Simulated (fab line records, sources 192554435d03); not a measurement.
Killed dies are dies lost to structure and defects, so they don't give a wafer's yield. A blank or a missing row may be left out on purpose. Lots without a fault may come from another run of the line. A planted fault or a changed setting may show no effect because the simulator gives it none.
fab line records | flow n5_finfet | part 2 of 2: steps 21 to 26 of 26
record lots=5 wafers=15 last_day=17
route steps=1938 shown BEOL_M9@1415
lots that met no fault: from a run of the same line without faults
start_h: hours from the record's first day to the start of the lot's first wafer shown | wait_h: hours since the lot's step before | " the same as in the row above | L1.1+2: a row that stands for several wafers | - no value, or no start given | * or withheld: withheld | < > ~ a bound
route shown NAME@n: a module of which the file shows steps, and the number in the route of the first | usual: mean/standard deviation of fault-free wafers | same: alike in all rows | chamber/n: place in a boat | sites: the reading at each site | _std_site: their standard deviation | _edge_site: outer sites' mean less inner sites' | radius_mm: how far each site lies from the wafer's centre | mask NAME#n: copy n | behind: the tool/chamber that last shaped the wafer | hold: why the lot was held/for how many hours/how that ended | device: the transistor (n, p or np) that didn't switch | end of line: the same wafers' tests at the end of the route | a step without rows: its recipe alone | killed: dies lost to structure and defects at the first sort, not the wafer's yield | map: a wafer's dies, x killed, . not, _ none there
set.NAME: the setting as run; set.NAME@STEP: as run at that earlier step | model.NAME: the simulator's own value behind a step, which no gauge read
lots at some steps of the route; a table a step, a row a wafer
services: from which hour (start_h, from the record's first day; less than 0 if before it) a tool's chamber was out of use, for how many hours, and why
## steps
# step N5_BEOL_M9_OVL_MEAS_29
# recipe points_per_wafer=522
# usual V8_OVL=0.0/0.65
# columns lot.wafer tool chamber start_h wait_h V8_OVL[nm]
L081.1 overlay-02 0 265.66 0.0 -0.3
L081.2 " 0 " " 0.1
L081.6 " 0 " " 0.0
L082.1 overlay-01 0 265.69 0.0 -0.8
L082.3 " 0 " " 0.1
L082.6 " 0 " " -1.7
L083.3 overlay-02 0 285.86 0.0 1.0
L083.5 " 0 " " -0.1
L083.6 " 0 " " 1.8
L085.2 overlay-01 0 295.06 0.0 1.1
L085.5 " 0 " " 0.2
L085.6 " 0 " " 0.7
L095.1 overlay-02 0 345.72 0.0 0.2
L095.5 " 0 " " -0.3
L095.6 " 0 " " -0.2
# step N5_BEOL_M9_INSPECT_30
# recipe mode=adi inspect_instrument=brightfield
# usual raw_defect_count=419/83
# columns lot.wafer tool chamber start_h wait_h raw_defect_count
L081.1 defect_inspect-01 - 265.72 0.1 404
L081.2 " - " " 420
L081.6 " - " " 549
L082.1 defect_inspect-02 - 265.75 0.1 356
L082.3 " - " " 343
L082.6 " - " " 643
L083.3 defect_inspect-02 - 285.91 0.0 392
L083.5 " - " " 410
L083.6 " - " " 564
L085.2 defect_inspect-02 - 295.12 0.1 522
L085.5 " - " " 394
L085.6 " - " " 388
L095.1 defect_inspect-02 - 345.78 0.1 328
L095.5 " - " " 482
L095.6 " - " " 297
# step N5_BEOL_M9_DESCUM_33
# recipe chemistry=O2 time_s=7 source_power_w=50 bias_power_w=20 pressure_mtorr=20 rf_frequency_hz=2.712e+07 temp_c=40 resist=CAR-EUV o2_flow_sccm=225
# usual drypump_motor_current_A=5.8/0.43 oes_product_au=0.78/0.086 rf_vpp_V=242.7/1.1 showerhead_plenum_p_Torr=2.06/0.051 throttle_valve_pct=20.48/0.25
# columns lot.wafer tool chamber start_h wait_h drypump_motor_current_A oes_product_au rf_hours_counter_h rf_vpp_V showerhead_plenum_p_Torr throttle_valve_pct
L081.1 rie_diel-01 1 265.75 0.0 5.4 0.73 198 240.3 1.97 20.18
L081.2 " 3 " " 6.2 0.74 171 242.4 2.02 20.49
L081.6 " 1 " " 5.4 0.72 - 241.3 1.97 20.16
L082.1 rie_diel-02 1 265.79 0.0 5.8 0.97 12 243.4 2.03 20.55
L082.3 " 2 " " 6.1 0.70 193 242.4 2.15 20.62
L082.6 " 0 " " 5.0 0.84 - 240.6 2.03 20.37
L083.3 rie_diel-02 1 285.95 0.0 5.8 0.94 19 243.2 2.03 20.53
L083.5 " 2 " " 6.0 0.70 - 243.0 2.15 20.62
L083.6 " 0 " " 5.0 0.84 - 242.6 2.02 20.39
L085.2 rie_diel-01 0 295.85 0.7 6.4 0.88 42 242.2 2.04 20.08
L085.5 " 0 " " 6.4 0.89 - 243.0 2.04 20.07
L085.6 " 1 " " 5.4 0.72 - 241.8 1.97 20.18
L095.1 rie_diel-06 2 345.96 0.2 6.2 0.69 236 242.2 2.07 20.93
L095.5 " 3 " " 5.2 0.70 - 244.5 2.14 20.71
L095.6 " 2 " " 6.2 0.69 - 242.0 2.07 20.94
# step N5_BEOL_M9_ETCH_76
# recipe chemistry=N2/H2 target=underlayer target_depth_a=65 mask_material=CAR-EUV time_s=5.2 ion_energy_ev=200 pressure_mtorr=30 source_w=840 bias_w=150 n2_flow_sccm=200 h2_flow_sccm=200 ends=cleared
# usual drypump_motor_current_A=5.8/0.43 etch_rf_on_time_s=5.19/0.12 oes_product_au=0.67/0.071 rf_vpp_V=522.8/1.9 showerhead_plenum_p_Torr=2.50/0.065 throttle_valve_pct=17.89/0.29
# columns lot.wafer tool chamber start_h wait_h drypump_motor_current_A etch_rf_on_time_s oes_product_au rf_hours_counter_h rf_vpp_V showerhead_plenum_p_Torr throttle_valve_pct
L081.1 rie_diel-01 1 265.78 0.0 5.5 5.28 0.61 198 521.6 2.41 17.61
L081.2 " 3 " " 6.2 5.24 0.63 171 521.7 2.43 17.76
L081.6 " 1 " " 5.4 5.28 0.61 - 520.2 2.41 17.61
L082.1 rie_diel-02 1 265.82 0.0 5.8 5.24 0.80 12 522.7 2.50 18.12
L082.3 " 2 " " 6.0 5.39 0.60 193 527.7 2.62 18.08
L082.6 " 0 " " 5.0 5.08 0.71 - 520.6 2.46 17.80
L083.3 rie_diel-02 1 285.98 0.0 5.8 5.34 0.80 19 523.1 2.49 18.14
L083.5 " 2 " " 6.0 5.47 0.58 - 524.4 2.62 18.11
L083.6 " 0 " " 5.0 5.12 0.70 - 522.7 2.46 17.79
L085.2 rie_diel-01 0 295.88 0.0 6.3 5.12 0.75 42 522.1 2.47 17.40
L085.5 " 0 " " 6.3 5.08 0.76 - 523.2 2.47 17.39
L085.6 " 1 " " 5.4 5.27 0.62 - 521.3 2.41 17.63
L095.1 rie_diel-06 2 346.00 0.0 6.2 5.14 0.59 236 521.6 2.49 18.20
L095.5 " 3 " " 5.3 5.23 0.58 - 525.9 2.61 18.21
L095.6 " 2 " " 6.2 5.13 0.59 - 524.0 2.49 18.23
# step N5_BEOL_M9_ETCH_65
# recipe chemistry=CF4 target=SiARC target_depth_a=156 mask_material=CAR-EUV time_s=26 ion_energy_ev=80 pressure_mtorr=40 source_w=545 bias_w=36 Ar_flow_sccm=100 cf4_flow_sccm=100 ends=cleared
# usual drypump_motor_current_A=5.8/0.42 etch_rf_on_time_s=25.9/0.53 oes_product_au=0.67/0.071 rf_vpp_V=183.8/1 showerhead_plenum_p_Torr=2.11/0.049 throttle_valve_pct=15.66/0.24
# columns lot.wafer tool chamber start_h wait_h drypump_motor_current_A etch_rf_on_time_s oes_product_au rf_hours_counter_h rf_vpp_V showerhead_plenum_p_Torr throttle_valve_pct
L081.1 rie_diel-01 1 265.80 0.0 5.5 26.0 0.62 198 182.5 2.04 15.52
L081.2 " 3 " " 6.2 26.1 0.64 171 184.7 2.05 15.56
L081.6 " 1 " " 5.4 25.9 0.63 - 184.3 2.04 15.53
L082.1 rie_diel-02 1 265.84 0.0 5.8 26.5 0.80 12 182.9 2.10 15.74
L082.3 " 2 " " 6.0 26.9 0.59 193 183.6 2.20 15.94
L082.6 " 0 " " 5.0 25.7 0.72 - 182.3 2.08 15.53
L083.3 rie_diel-02 1 286.00 0.0 5.8 26.1 0.80 19 184.5 2.10 15.78
L083.5 " 2 " " 6.0 26.6 0.59 - 186.4 2.20 15.94
L083.6 " 0 " " 5.1 25.5 0.71 - 184.1 2.08 15.56
L085.2 rie_diel-01 0 295.90 0.0 6.3 25.2 0.76 42 185.1 2.09 15.23
L085.5 " 0 " " 6.3 25.1 0.77 - 183.2 2.08 15.22
L085.6 " 1 " " 5.4 26.2 0.61 - 182.3 2.04 15.55
L095.1 rie_diel-06 2 346.02 0.0 6.2 25.6 0.59 236 182.8 2.12 16.05
L095.5 " 3 " " 5.2 26.0 0.60 - 184.9 2.20 15.94
L095.6 " 2 " " 6.2 25.8 0.59 - 183.8 2.12 16.07
# step N5_BEOL_M9_ETCH_66
# recipe chemistry=N2/H2 target=SOC target_depth_a=800 overetch_a=160 mask_material=SiARC temp_c=40 time_s=120 ion_energy_ev=200 pressure_mtorr=30 source_w=840 bias_w=150 n2_flow_sccm=200 h2_flow_sccm=200
# usual drypump_motor_current_A=5.8/0.42 oes_product_au=0.60/0.06 rf_vpp_V=523.1/1.9 showerhead_plenum_p_Torr=2.50/0.065 throttle_valve_pct=17.85/0.29
# columns lot.wafer tool chamber start_h wait_h drypump_motor_current_A oes_product_au rf_hours_counter_h rf_vpp_V showerhead_plenum_p_Torr throttle_valve_pct
L081.1 rie_diel-01 1 265.83 0.0 5.4 0.56 198 520.4 2.41 17.56
L081.2 " 3 " " 6.2 0.58 171 520.7 2.43 17.70
L081.6 " 1 " " 5.4 0.56 - 520.3 2.41 17.59
L082.1 rie_diel-02 1 265.87 0.0 5.8 0.72 12 522.4 2.50 18.09
L082.3 " 2 " " 6.0 0.55 193 525.9 2.62 18.06
L082.6 " 0 " " 5.0 0.64 - 523.7 2.46 17.73
L083.3 rie_diel-02 1 286.02 0.0 5.8 0.72 19 521.1 2.49 18.12
L083.5 " 2 " " 6.0 0.53 - 526.1 2.62 18.08
L083.6 " 0 " " 5.0 0.62 - 520.6 2.46 17.74
L085.2 rie_diel-01 0 295.93 0.0 6.3 0.67 42 522.6 2.47 17.35
L085.5 " 0 " " 6.3 0.67 - 521.9 2.47 17.35
L085.6 " 1 " " 5.5 0.55 - 519.8 2.40 17.61
L095.1 rie_diel-06 2 346.04 0.0 6.2 0.53 236 522.4 2.49 18.17
L095.5 " 3 " " 5.2 0.54 - 526.3 2.61 18.18
L095.6 " 2 " " 6.2 0.53 - 523.9 2.49 18.17
## services
# columns tool chamber start_h hours kind
rie_diel-02 0 242.88 8.6 repair
rie_diel-06 - 246.07 0.3 repair
euv_scanner-01 0 248.71 - calibration
rie_metal-01 1 253.93 - clean
rie_metal-01 1 253.93 25.0 scheduled_down
rie_metal-01 1 253.93 25.0 vent_cycle
euv_scanner-01 - 271.70 0.7 repair
euv_scanner-02 - 273.87 1.0 pm
euv_scanner-01 - 287.92 0.9 repair
euv_scanner-01 - 290.44 1.0 pm
rie_diel-06 - 291.33 15.6 pm
euv_scanner-02 - 313.17 4.6 pm
rie_diel-02 3 315.13 4.7 repair
euv_scanner-01 - 318.78 5.8 pm
euv_scanner-02 0 324.52 - calibration
euv_scanner-01 - 328.90 1.0 pm
euv_scanner-01 - 331.40 4.6 pm
rie_diel-02 0 339.01 2.1 repair
